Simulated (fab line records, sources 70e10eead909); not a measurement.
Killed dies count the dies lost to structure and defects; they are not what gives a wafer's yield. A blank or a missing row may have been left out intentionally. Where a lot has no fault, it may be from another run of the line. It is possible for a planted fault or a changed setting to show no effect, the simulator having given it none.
Struck lot and sound lot, side by side || flow nand_harc || 18 steps out of a route of 1159
Sound: these wafers, L489.2, L489.4, L489.5. Wafers L491.2, L491.3, L491.5 were the ones struck. The cause is named last.
Per side, at each step with rows, come the tool, then ch with its chambers, and then its first start. Under that, the readings that differ: sound wafers || struck wafers || difference of the means || sigmas: that difference in standard deviations of wafers without a fault.
alike: readings whose means differ by less than 2 such deviations, and words and numbers that are the same on both sides. not compared: withheld readings, readings that some wafer has no value for, bounds like >300 that may hide the same value, and numbers for which the record gives no deviation and whose values overlap.
The two part at a step that has a row with sigmas, a row that says differs or no value, or rows on one side only. Non-overlapping numbers with no deviation appear without sigmas and do not part them. A reading missing from all wafers of one side parts the sides only when that side holds two or more wafers.

first, 2 steps without rows for these wafers: NHARC_P_STI_SRD_39; NHARC_P_STI_OXIDE_40 (material SiO2, target thk 10 nm, ox time 1362 s).
NHARC_P_STI_INSPECT_25:
  sound: defect_inspect-01 at day 4 06:12; struck: defect_inspect-02 at day 4 11:29
  alike: raw_defect_count
then, 9 steps without rows for these wafers: NHARC_P_GATE_ETCH_69 (etches SiO2 in dHF, target depth 14 nm); NHARC_P_GATE_PRECLEAN_70 (cleans in SC1); NHARC_P_GATE_SRD_01; NHARC_P_GATE_OXIDE_02 (material SiO2, target thk 37.5 nm, ox time 365 s); NHARC_P_GATE_DEHYDRATE_03 (time 120 s); NHARC_P_GATE_HMDS_04 (time 30 s); NHARC_P_GATE_COAT_05; NHARC_P_GATE_SOFTBAKE_06 (time 95 s); NHARC_P_GATE_EBR_07.
NHARC_P_GATE_EXPOSE_08: exposes mask P HV.
  sound on krf_scanner-04 ch 0, day 4 14:12; struck on krf_scanner-04 ch 0, day 4 19:24
{"reading": "mask", "sound": "P_HV#0 P_HV#0 P_HV#0", "struck": "P_HVPW#0 P_HVPW#0 P_HVPW#0", "difference": "differs", "sigmas": ""}
  alike: focus_offset_nm
then, 2 steps without rows for these wafers: NHARC_P_GATE_PEB_09 (peb time 85 s); NHARC_P_GATE_DEVELOP_10 (time 70 s).
NHARC_P_GATE_CD_MEAS_11: target cd 1640 nm.
  sound on cd_sem-01 ch 0, day 4 14:21; struck on cd_sem-03 ch 0, day 4 19:33
{"reading": "cd_nm (nm)", "sound": "1641.9 1642.8 1641.9", "struck": "- - -", "difference": "no value on the struck wafers", "sigmas": ""}
then, 1 step without rows for these wafers: NHARC_P_GATE_HARDBAKE_12 (time 80 s).
-- break in the record here, with 15 days between the starts of the struck wafers on either side (left off in module P_GATE, picked up again in module END, where the first step shown is number 1159 on the route) --
NHARC_END_SORT_01:
  only the struck wafers appear in the record here, on prober-02 ch 0 at day 19 18:10; the sound ones have no rows

## WHERE THEY PART
Last at NHARC_END_SORT_01 as far as this record goes, first at NHARC_P_GATE_EXPOSE_08.

WHY: what had been put in by the simulator
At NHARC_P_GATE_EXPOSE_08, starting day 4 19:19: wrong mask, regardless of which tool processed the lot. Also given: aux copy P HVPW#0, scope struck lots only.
